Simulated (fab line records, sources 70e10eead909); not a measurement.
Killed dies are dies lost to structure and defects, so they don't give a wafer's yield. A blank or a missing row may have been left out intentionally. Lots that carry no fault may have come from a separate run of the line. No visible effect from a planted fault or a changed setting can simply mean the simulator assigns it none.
One fault through the eyes of 2 desks    flow nand-harc    what lay behind the numbers comes last; until then each desk has only its own

AT THE TOOL OWNER'S DESK: rie-diel-03
The tool's own readings at NHARC_A_CONTACT_ETCH_92 (etches the open film in CH3F/O2, target depth 40 nm, time 85.7 s): means of the sampled wafers that have a number, for each lot that ran on this tool. A lot is out of limits, marked OUT, if its mean lies more than 4 standard deviations from the usual mean; the brackets give that distance.
Columns: A = drypump-motor-current-A at NHARC_A_CONTACT_ETCH_92, usual 5.5 A; B = oes-product-au at NHARC_A_CONTACT_ETCH_92, usual 0.95 a.u.; C = rf-vpp-V at NHARC_A_CONTACT_ETCH_92, usual 244.6 V; D = showerhead-plenum-p-Torr at NHARC_A_CONTACT_ETCH_92, usual 2.48 Torr; E = throttle-valve-pct at NHARC_A_CONTACT_ETCH_92, usual 20.663 %
lot   first seen here  A    B     C      D     E
L776  day 18 05:51     6.0  0.93  243.1  2.47  20.666
L779  day 18 19:17     5.2  0.93  245.7  2.52  20.660
L794  day 22 12:48     5.5  1.00  244.0  2.46  20.663
Finding of this desk: none of the 3 lots has anything out of limits.

AT THE METROLOGY DESK
What the gauges read, lot by lot, whatever tool the lot ran on: means of the sampled wafers that have a number. A lot is out of limits, marked OUT, if its mean lies more than 4 standard deviations from the usual mean; the brackets give that distance.
Columns: A = overlay-x-nm at NHARC_A_CONTACT_OVL_MEAS_09, usual -0.1 nm; B = overlay-y-nm at NHARC_A_CONTACT_OVL_MEAS_09, usual 0.2 nm
lot   first seen here  A     B
L773  day 17 08:30     0.9   -0.4
L776  day 18 01:34     -0.3  -0.5
L779  day 18 17:01     0.3   0.8
L783  day 19 09:44     0.1   -0.2
L786  day 19 18:50     0.1   1.5
L787  day 20 23:28     -1.1  -0.1
L788  day 21 00:49     -0.7  1.3
L789  day 21 13:46     -0.7  1.2
L790  day 21 15:08     0.5   0.2
L793  day 22 06:00     -1.9  -0.6
L794  day 22 10:36     -0.3  1.1
L795  day 22 18:26     0.9   0.2
Finding of this desk: none of the 12 lots has anything out of limits.

ALL TOGETHER
The desk of the tool owner found nothing out of limits.
At the metrology desk, nothing out of limits was observed.

WHAT THE SIMULATOR HAD PUT IN
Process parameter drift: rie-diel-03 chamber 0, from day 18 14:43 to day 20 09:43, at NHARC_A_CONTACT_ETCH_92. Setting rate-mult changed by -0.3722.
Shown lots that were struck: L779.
